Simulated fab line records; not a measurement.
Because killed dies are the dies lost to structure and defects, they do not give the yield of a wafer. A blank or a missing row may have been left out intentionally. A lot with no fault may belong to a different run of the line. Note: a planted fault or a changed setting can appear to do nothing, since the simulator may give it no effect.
Matching of chambers || flow nand-harc || NHARC_P_STI_CMP_21 on cmp-04: 4 sister chambers
The step polishes, t overpolish 20 s, target thk 380.67 nm. 14 wafers are shown with their chamber, then 7 later ones without.

== EACH WAFER AND ITS CHAMBER ==
{"wafer": "L521.2", "chamber": 0, "motor-current-A (A)": 12.6, "slurry-filter-dp-kPa (kPa)": 13.61, "overpolish-run-s (s)": 19.993}
{"wafer": "L521.3", "chamber": 3, "motor-current-A (A)": 11.5, "slurry-filter-dp-kPa (kPa)": 13.51, "overpolish-run-s (s)": 20.009}
{"wafer": "L521.6", "chamber": 3, "motor-current-A (A)": 11.5, "slurry-filter-dp-kPa (kPa)": 13.43, "overpolish-run-s (s)": 19.998}
{"wafer": "L522.2", "chamber": 2, "motor-current-A (A)": 15.2, "slurry-filter-dp-kPa (kPa)": 13.44, "overpolish-run-s (s)": 20.010}
{"wafer": "L522.4", "chamber": 1, "motor-current-A (A)": 12.7, "slurry-filter-dp-kPa (kPa)": 13.61, "overpolish-run-s (s)": 20.004}
{"wafer": "L522.5", "chamber": 0, "motor-current-A (A)": 13.8, "slurry-filter-dp-kPa (kPa)": 13.33, "overpolish-run-s (s)": 20.009}
{"wafer": "L524.3", "chamber": 3, "motor-current-A (A)": 12.5, "slurry-filter-dp-kPa (kPa)": 13.62, "overpolish-run-s (s)": 20.002}
{"wafer": "L524.4", "chamber": 2, "motor-current-A (A)": 15.6, "slurry-filter-dp-kPa (kPa)": 13.68, "overpolish-run-s (s)": 19.995}
{"wafer": "L524.5", "chamber": 2, "motor-current-A (A)": 14.9, "slurry-filter-dp-kPa (kPa)": 13.61, "overpolish-run-s (s)": 19.999}
{"wafer": "L528.1", "chamber": 2, "motor-current-A (A)": 15.2, "slurry-filter-dp-kPa (kPa)": 13.47, "overpolish-run-s (s)": 19.991}
{"wafer": "L528.3", "chamber": 0, "motor-current-A (A)": 13.4, "slurry-filter-dp-kPa (kPa)": 13.65, "overpolish-run-s (s)": 19.994}
{"wafer": "L528.5", "chamber": 0, "motor-current-A (A)": 13.1, "slurry-filter-dp-kPa (kPa)": 13.50, "overpolish-run-s (s)": 20.010}
{"wafer": "L534.2", "chamber": 2, "motor-current-A (A)": 14.6, "slurry-filter-dp-kPa (kPa)": 13.46, "overpolish-run-s (s)": 20.022}
{"wafer": "L534.3", "chamber": 3, "motor-current-A (A)": 11.3, "slurry-filter-dp-kPa (kPa)": 13.37, "overpolish-run-s (s)": 19.991}

SIGNATURES, as means of the wafers listed above
{"reading": "motor-current-A", "chamber 0": 13.225, "chamber 1": 12.700, "chamber 2": 15.100, "chamber 3": 11.700, "scatter within a chamber": 0.47}
{"reading": "slurry-filter-dp-kPa", "chamber 0": 13.5225, "chamber 1": 13.6100, "chamber 2": 13.5320, "chamber 3": 13.4825, "scatter within a chamber": 0.119}
{"reading": "overpolish-run-s", "chamber 0": 20.00150, "chamber 1": 20.00400, "chamber 2": 20.00340, "chamber 3": 20.00000, "scatter within a chamber": 0.0103}
Rule: distance of a wafer from a chamber = root of the sum over the readings of ((wafer's reading minus chamber's mean) / reading's scatter) squared. The wafer belongs to the nearest chamber; if the next one is less than 2 further off, it can't be placed. How the scatter is found: for the shown wafers, subtract from each reading the mean of its chamber, square and add these, divide the total by (wafers less chambers), then take the root.

== WAFERS WITH NO CHAMBER GIVEN ==
{"wafer": "L534.4", "motor-current-A (A)": 12.9, "slurry-filter-dp-kPa (kPa)": 13.46, "overpolish-run-s (s)": 20.005}
{"wafer": "L541.2", "motor-current-A (A)": 15.1, "slurry-filter-dp-kPa (kPa)": 13.74, "overpolish-run-s (s)": 20.006}
{"wafer": "L541.4", "motor-current-A (A)": 11.5, "slurry-filter-dp-kPa (kPa)": 13.46, "overpolish-run-s (s)": 19.990}
{"wafer": "L541.5", "motor-current-A (A)": 12.9, "slurry-filter-dp-kPa (kPa)": 13.68, "overpolish-run-s (s)": 20.014}
{"wafer": "L543.1", "motor-current-A (A)": 13.7, "slurry-filter-dp-kPa (kPa)": 13.40, "overpolish-run-s (s)": 19.996}
{"wafer": "L543.3", "motor-current-A (A)": 14.9, "slurry-filter-dp-kPa (kPa)": 13.36, "overpolish-run-s (s)": 19.990}
{"wafer": "L543.6", "motor-current-A (A)": 12.3, "slurry-filter-dp-kPa (kPa)": 13.45, "overpolish-run-s (s)": 19.999}

== CHAMBER TAKEN BY EACH ==
{"wafer": "L534.4", "from the rows above": "can't be placed: 0 or 1 or 3", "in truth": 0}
{"wafer": "L541.2", "from the rows above": 2, "in truth": 2}
{"wafer": "L541.4", "from the rows above": 3, "in truth": 3}
{"wafer": "L541.5", "from the rows above": "can't be placed: 1 or 0", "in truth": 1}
{"wafer": "L543.1", "from the rows above": "can't be placed: 0 or 1 or 2", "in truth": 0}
{"wafer": "L543.3", "from the rows above": "can't be placed: 2 or 0", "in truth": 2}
{"wafer": "L543.6", "from the rows above": "can't be placed: 3 or 1 or 0", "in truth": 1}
Correctly placed: 2 of 7. These rows do not allow placing 5 (true chamber among the candidates in 5). 0 placed wrongly.
